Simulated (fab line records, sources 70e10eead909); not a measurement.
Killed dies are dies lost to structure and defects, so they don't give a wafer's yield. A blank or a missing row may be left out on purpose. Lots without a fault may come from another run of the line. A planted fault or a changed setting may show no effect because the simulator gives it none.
A struck lot beside a sound one | flow nand_harc | 14 steps out of a route of 1159
Sound: wafers L324.1, L324.2, L324.4. Struck: wafer L335.5. (L335.2, L335.4 of the same lot were not struck and are left out.) The cause comes at the end.
At each step with rows: each side's tool, then ch and its chambers, then its first start. Under that, the readings that differ: sound wafers | struck wafers | difference of the means | sigmas: that difference in standard deviations of wafers without a fault.
alike: readings whose means differ by less than 2 such deviations, and words and numbers that are the same on both sides. not compared: withheld readings, readings that some wafer has no value for, bounds like >300 that may hide the same value, and numbers for which the record gives no deviation and whose values overlap.
The two part at a step that has a row with sigmas, a row that says differs or no value, or rows on one side only. Numbers that don't overlap but have no deviation are shown without sigmas and don't part them. A reading that every wafer of one side lacks parts them only if that side has two wafers or more.

first, 9 steps without rows for these wafers: NHARC_A_STAIRCASE_DEHYDRATE_01 (time 120 s); NHARC_A_STAIRCASE_HMDS_02 (time 30 s); NHARC_A_STAIRCASE_COAT_03; NHARC_A_STAIRCASE_SOFTBAKE_04 (time 170 s); NHARC_A_STAIRCASE_EBR_05; NHARC_A_STAIRCASE_EXPOSE_06 (exposes mask STAIR); NHARC_A_STAIRCASE_PEB_07 (peb time 130 s); NHARC_A_STAIRCASE_DEVELOP_08 (time 140 s); NHARC_A_STAIRCASE_HARDBAKE_10 (time 140 s).
NHARC_A_STAIRCASE_DESCUM_11: chemistry O2, time 3 s.
  sound on rie_diel-05 ch 0,2,3, day 10 04:28; struck on rie_diel-05 ch 3, day 13 23:01
  reading                        | sound                | struck | difference | sigmas
  chamber_pressure_mTorr (mTorr) | 59.99 60.03 60.04    | 59.91  | -0.11      | -2
  throttle_valve_pct (%)         | 11.302 11.308 11.306 | 11.331 | +0.026     | +3
  alike: drypump_motor_current_A, oes_product_au, rf_vpp_V, showerhead_plenum_p_Torr
  not compared: rf_hours_counter_h
NHARC_A_STAIRCASE_TRIM_12: chemistry O2, time 211.2 s.
  sound on rie_diel-05 ch 0,1,2, day 10 04:34; struck on rie_diel-05 ch 1, day 13 23:06
  reading                | sound                | struck | difference | sigmas
  throttle_valve_pct (%) | 17.017 17.021 17.034 | 17.048 | +0.024     | +3
  alike: chamber_pressure_mTorr, drypump_motor_current_A, oes_product_au, rf_vpp_V, showerhead_plenum_p_Torr
  not compared: rf_hours_counter_h
NHARC_A_STAIRCASE_ETCH_13: etches the open film in C4F8/O2, target depth 100 nm, time 40.5 s.
  sound on rie_diel-05 ch 0,1,3, day 10 04:43; struck on rie_diel-05 ch 0, day 13 23:15
  reading               | sound             | struck | difference | sigmas
  oes_product_au (a.u.) | 0.943 0.926 0.941 | 1.097  | +0.160     | +11
  alike: chamber_pressure_mTorr, rf_vpp_V
  not compared: rf_hours_counter_h
NHARC_A_STAIRCASE_TRIM_14: chemistry O2, time 211.2 s.
  sound on rie_diel-05 ch 1,2,3; struck on rie_diel-05 ch 0
  alike: chamber_pressure_mTorr, drypump_motor_current_A, oes_product_au, rf_vpp_V, showerhead_plenum_p_Torr, throttle_valve_pct
  not compared: rf_hours_counter_h
-- the record jumps here: 9 days lie between the struck wafers' starts before and after (it left off in module A_STAIRCASE and takes up again in module END, whose first step shown is number 1159 of the route) --
NHARC_END_SORT_01:
  sound on prober-01 ch 0, day 19 16:45; struck on prober-01 ch 0, day 23 00:26
  reading         | sound    | struck                   | difference                   | sigmas
  hold            | - - -    | await_dispo/3.0h/release | no value on the sound wafers |
  killed_at_array | 16 19 18 | 402                      | +384                         | +43
  killed_dies     | 20 22 22 | 404                      | +383                         | +41
  alike: killed_at_other, killed_at_periphery, killed_open, killed_short

WHERE THEY PART
First at NHARC_A_STAIRCASE_DESCUM_11; last, within this record, at NHARC_END_SORT_01.

WHY: what the simulator had put in
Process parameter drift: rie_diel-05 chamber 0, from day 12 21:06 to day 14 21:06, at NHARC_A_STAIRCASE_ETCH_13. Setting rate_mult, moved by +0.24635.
